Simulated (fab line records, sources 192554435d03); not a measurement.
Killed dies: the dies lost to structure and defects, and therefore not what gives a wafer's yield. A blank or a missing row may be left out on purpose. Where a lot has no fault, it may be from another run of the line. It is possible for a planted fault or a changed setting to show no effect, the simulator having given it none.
fab line records | flow n5-finfet
[record] lots = 7 | wafers = 39
route steps=1938 shown DUMMY_GATE@228 SD_EPI_N@279 SD_ACTIVATION@331 HKMG_FIN@414 GATE_CUT@466 MOL_CONTACT_COAG@544 BEOL_M4@1111
start-h: the number of hours between the record's first day and the start of the first shown wafer of the lot | wait-h: hours since the lot's step before | " repeats the value in the row above | L1.1+2: several wafers, shown together as one row | - either no value or no given start | * or withheld: withheld | < > ~ a bound
route shown NAME@n: NAME is a module with steps in the file, n the number in the route of the first one | usual: mean/standard deviation of fault-free wafers | same: alike in all rows | chamber/n: place in a boat | sites: readings site by site | _std_site: standard deviation across them | _edge_site: outer sites' mean less inner sites' | radius-mm: for every site, how far away it sits from the centre of the wafer | mask NAME#n: copy n | behind: the last tool/chamber to shape the wafer | hold: why the lot went on hold/how many hours it stayed there/how the hold came to an end | device: whichever transistor did not switch (one of n, p or np) | end of line: tests of these same wafers at the route's end | a step without rows: its recipe alone | killed: count of dies lost to structure and defects at first sort (not the wafer's yield) | map: per-die view of a wafer (x killed, . not killed, _ where there is no die)
set.NAME: the run value of the setting; set.NAME@STEP: its run value at that earlier step | model.NAME: the simulator's own value behind a step, which no gauge read
lots with deliberately changed settings; one table per step, one row per wafer
[[steps]]
[step N5_DUMMY_GATE_EXPOSE_12]
[recipe] mask-id = GATE | na = 0.33 | source-shape = annular | sigma-inner = 0.2 | sigma-outer = 0.6 | polarization = unpolarized | target-cd-nm = 25 | dose-mj = 34
[step N5_DUMMY_GATE_ETCH_31]
[recipe] chemistry = C4F6/O2 | target = SiO2 | mask-material = SOC | target-depth-a = 825 | time-s = 27.5 | ion-energy-ev = 250 | pressure-mtorr = 30 | source-w = 345 | bias-w = 185 | Ar_flow_sccm = 300 | C4F6_flow_sccm = 10 | O2_flow_sccm = 10
[step N5_SD_EPI_N_ETCH_16]
[recipe] chemistry = CHF3/O2 | target = SiO2 | target-depth-a = 50 | mask-material = SOC | pressure-mtorr = 30 | source-w = 650 | bias-w = 170 | Ar_flow_sccm = 200 | CHF3_flow_sccm = 50 | O2_flow_sccm = 5 | ion-energy-ev = 200
[step N5_SD_ACTIVATION_LSA_01]
[recipe] temp-c = 1080 | time-s = 0.0008 | ambient = N2
[step N5_HKMG_FIN_RTA_80]
[recipe] temp-c = withheld | time-s = 2 | ambient = N2 | idle-temp-c = 600 | ramp-up-c-per-s = 150 | ramp-down-c-per-s = 60 | cool-to-c = 600
[step N5_GATE_CUT_ETCH_56]
[recipe] chemistry = Cl2/Ar | target = TiN | target-depth-a = 216 | pressure-mtorr = 10 | icp-w = 600 | bias-w = 60 | Cl2_flow_sccm = 40 | Ar_flow_sccm = 60
[step N5_MOL_CONTACT_COAG_ALD_20]
[recipe] material = TiN | target-thk-a = 15 | temp-c = 400 | ald-precursor-family = TiCl4 | ald-co-reactant = NH3 | pulse-time-s = 1 | purge-time-s = 3 | co-reactant-purge-time-s = 2 | co-reactant-pulse-time-s = 2 | ald-cycles = 68 | pressure-torr = 3
[step N5_BEOL_M4_RC_MEAS_101]
[usual] RC_DENSE_N = 19.1/0.43 | RC_N = 15.6/0.34 | RS_SD_N = 28.3/0.37
lot.wafer | tool      | chamber | start-h | wait-h | set.dose-mj@DUMMY_GATE_EXPOSE_12 | set.target-depth-a@DUMMY_GATE_ETCH_31 | set.target-depth-a@SD_EPI_N_ETCH_16 | set.temp-c@SD_ACTIVATION_LSA_01 | set.time-s@HKMG_FIN_RTA_80 | set.bias-w@GATE_CUT_ETCH_56 | set.co-reactant-pulse-time-s@MOL_CONTACT_COAG_ALD_20 | RC_DENSE_N[ohm.um] | RC_N[ohm.um] | RS_SD_N[ohm/sq]
L078.1    | prober-02 | 0       | 188.33  | 0.0    | 34                               | 825                                   | 50                                  | 1080                            | 2                          | 60                          | 2                                                    | 20.1               | 16.4         | 28.5
L078.2    | "         | 0       | "       | "      | 34                               | 825                                   | 50                                  | 1080                            | 2                          | 60                          | 2                                                    | 18.6               | 15.2         | 28.2
L078.4    | "         | 0       | "       | "      | 34                               | 825                                   | 50                                  | 1080                            | 2                          | 60                          | 2                                                    | 19.2               | 15.9         | 28.1
L080.1    | prober-01 | 0       | 216.83  | 0.0    | 31.63                            | 825                                   | 44.23                               | 1080                            | 2                          | 60                          | 2                                                    | 19.1               | 15.6         | 28.6
L080.2    | "         | 0       | "       | "      | 31.63                            | 825                                   | 50                                  | 1072                            | 2                          | 66.08                       | 1.667                                                | 20.1               | 16.6         | 29.4
L080.3    | "         | 0       | "       | "      | 34                               | 825                                   | 44.23                               | 1072                            | 2.417                      | 60                          | 1.667                                                | 20.5               | 16.5         | 29.2
L080.4    | "         | 0       | "       | "      | 34                               | 825                                   | 50                                  | 1072                            | 2.417                      | 60                          | 2                                                    | 19.9               | 16.1         | 29.5
L080.5    | "         | 0       | "       | "      | 34                               | 825                                   | 44.23                               | 1080                            | 2                          | 66.08                       | 2                                                    | 19.3               | 15.7         | 28.1
L080.6    | "         | 0       | "       | "      | 31.63                            | 825                                   | 50                                  | 1080                            | 2.417                      | 66.08                       | 1.667                                                | 19.2               | 15.8         | 28.2
L083.1    | prober-01 | 0       | 218.52  | 0.0    | 34                               | 854                                   | 50                                  | 1075                            | 2                          | 70.35                       | 2                                                    | 19.7               | 16.0         | 28.2
L083.2    | "         | 0       | "       | "      | 34                               | 854                                   | 50                                  | 1080                            | 2                          | 60                          | 2.314                                                | 19.2               | 15.5         | 28.1
L083.3    | "         | 0       | "       | "      | 34                               | 825                                   | 50                                  | 1075                            | 2                          | 60                          | 2                                                    | 19.1               | 15.6         | 28.4
L083.4    | "         | 0       | "       | "      | 34                               | 825                                   | 55.59                               | 1075                            | 2                          | 70.35                       | 2.314                                                | 19.7               | 16.0         | 28.4
L083.5    | "         | 0       | "       | "      | 34                               | 854                                   | 55.59                               | 1080                            | 2                          | 70.35                       | 2.314                                                | 18.4               | 15.2         | 27.8
L083.6    | "         | 0       | "       | "      | 34                               | 825                                   | 55.59                               | 1080                            | 2                          | 60                          | 2                                                    | 19.2               | 15.6         | 27.5
L085.1    | prober-02 | 0       | 238.77  | 0.0    | 32.97                            | 825                                   | 50                                  | 1080                            | 2.401                      | 60                          | 2.197                                                | 18.9               | 15.3         | 28.7
L085.2    | "         | 0       | "       | "      | 32.97                            | 825                                   | 50                                  | 1068                            | 2.401                      | 65.84                       | 2                                                    | 20.4               | 16.6         | 29.6
L085.3    | "         | 0       | "       | "      | 34                               | 825                                   | 50                                  | 1080                            | 2                          | 65.84                       | 2.197                                                | 19.4               | 15.7         | 28.4
L085.4    | "         | 0       | "       | "      | 34                               | 825                                   | 50                                  | 1080                            | 2                          | 65.84                       | 2                                                    | 19.3               | 15.7         | 28.4
L085.5    | "         | 0       | "       | "      | 32.97                            | 825                                   | 50                                  | 1068                            | 2                          | 60                          | 2                                                    | 20.6               | 16.7         | 29.6
L085.6    | "         | 0       | "       | "      | 34                               | 825                                   | 50                                  | 1068                            | 2.401                      | 60                          | 2.197                                                | 19.9               | 16.2         | 30.0
L086.1    | prober-02 | 0       | 251.04  | 0.0    | 34                               | 825                                   | 50                                  | 1080                            | 2                          | 60                          | 2                                                    | 19.5               | 15.8         | 27.9
L086.2    | "         | 0       | "       | "      | 34                               | 776.5                                 | 48.05                               | 1080                            | 2                          | 60                          | 2                                                    | 18.7               | 15.2         | 27.4
L086.3    | "         | 0       | "       | "      | 33.23                            | 776.5                                 | 50                                  | 1080                            | 2                          | 53.99                       | 2                                                    | 18.9               | 15.5         | 28.0
L086.4    | "         | 0       | "       | "      | 33.23                            | 776.5                                 | 48.05                               | 1075                            | 2                          | 53.99                       | 2                                                    | 20.4               | 16.4         | 28.5
L086.5    | "         | 0       | "       | "      | 34                               | 825                                   | 50                                  | 1075                            | 2                          | 60                          | 2                                                    | 19.4               | 16.0         | 28.5
L086.6    | "         | 0       | "       | "      | 33.23                            | 825                                   | 48.05                               | 1075                            | 2                          | 53.99                       | 2                                                    | 19.2               | 15.6         | 28.9
L096.1    | prober-02 | 0       | 308.84  | 0.0    | 34                               | 825                                   | 44.63                               | 1080                            | 2                          | 60                          | 2                                                    | 19.2               | 15.5         | 27.9
L096.2    | "         | 0       | "       | "      | 36.04                            | 825                                   | 50                                  | 1080                            | 2.262                      | 60                          | 1.713                                                | 18.9               | 15.5         | 28.5
L096.3    | "         | 0       | "       | "      | 34                               | 825                                   | 50                                  | 1064                            | 2                          | 60                          | 2                                                    | 19.9               | 16.2         | 30.6
L096.4    | "         | 0       | "       | "      | 34                               | 779.6                                 | 44.63                               | 1080                            | 2.262                      | 60                          | 2                                                    | 19.5               | 15.9         | 28.2
L096.5    | "         | 0       | "       | "      | 36.04                            | 779.6                                 | 44.63                               | 1064                            | 2                          | 60                          | 1.713                                                | 20.8               | 17.0         | 30.1
L096.6    | "         | 0       | "       | "      | 36.04                            | 779.6                                 | 50                                  | 1064                            | 2.262                      | 60                          | 1.713                                                | 21.3               | 17.0         | 30.4
L097.1    | prober-02 | 0       | 311.74  | 0.0    | 34                               | 825                                   | 53.35                               | 1080                            | 2                          | 60                          | 2                                                    | 19.6               | 15.8         | 28.3
L097.2    | "         | 0       | "       | "      | 34                               | 857.5                                 | 50                                  | 1080                            | 1.673                      | 60                          | 1.812                                                | 18.8               | 15.3         | 28.0
L097.3    | "         | 0       | "       | "      | 34                               | 825                                   | 50                                  | 1089                            | 1.673                      | 60                          | 1.812                                                | 18.6               | 15.2         | 27.5
L097.4    | "         | 0       | "       | "      | 35.77                            | 857.5                                 | 50                                  | 1089                            | 2                          | 60                          | 2                                                    | 19.0               | 15.7         | 27.4
L097.5    | "         | 0       | "       | "      | 35.77                            | 825                                   | 53.35                               | 1080                            | 1.673                      | 60                          | 2                                                    | 18.8               | 15.3         | 28.0
L097.6    | "         | 0       | "       | "      | 35.77                            | 857.5                                 | 53.35                               | 1089                            | 2                          | 60                          | 1.812                                                | 18.7               | 15.2         | 26.7
[[key]]
[split] step = N5_DUMMY_GATE_EXPOSE_12 | setting = dose-mj | stated-as = 34
response none clear
[split] step = N5_DUMMY_GATE_ETCH_31 | setting = target-depth-a | stated-as = 825
response none clear
[split] step = N5_SD_EPI_N_ETCH_16 | setting = target-depth-a | stated-as = 50
response none clear
[split] step = N5_SD_ACTIVATION_LSA_01 | setting = temp-c | stated-as = 1080
[response] step = N5_BEOL_M4_RC_MEAS_101 | reading = RS_SD_N | slope = -1.34 | per = 1% | together-with = all | explained = 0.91
[response] step = N5_BEOL_M4_RC_MEAS_101 | reading = RC_N | slope = -0.708 | per = 1% | together-with = all | explained = 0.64
[response] step = N5_BEOL_M4_RC_MEAS_101 | reading = RC_DENSE_N | slope = -0.94 | per = 1% | together-with = all | explained = 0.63
[split] step = N5_HKMG_FIN_RTA_80 | setting = time-s | stated-as = 2
response none clear
[split] step = N5_GATE_CUT_ETCH_56 | setting = bias-w | stated-as = 60
response none clear
[split] step = N5_MOL_CONTACT_COAG_ALD_20 | setting = co-reactant-pulse-time-s | stated-as = 2
response none clear
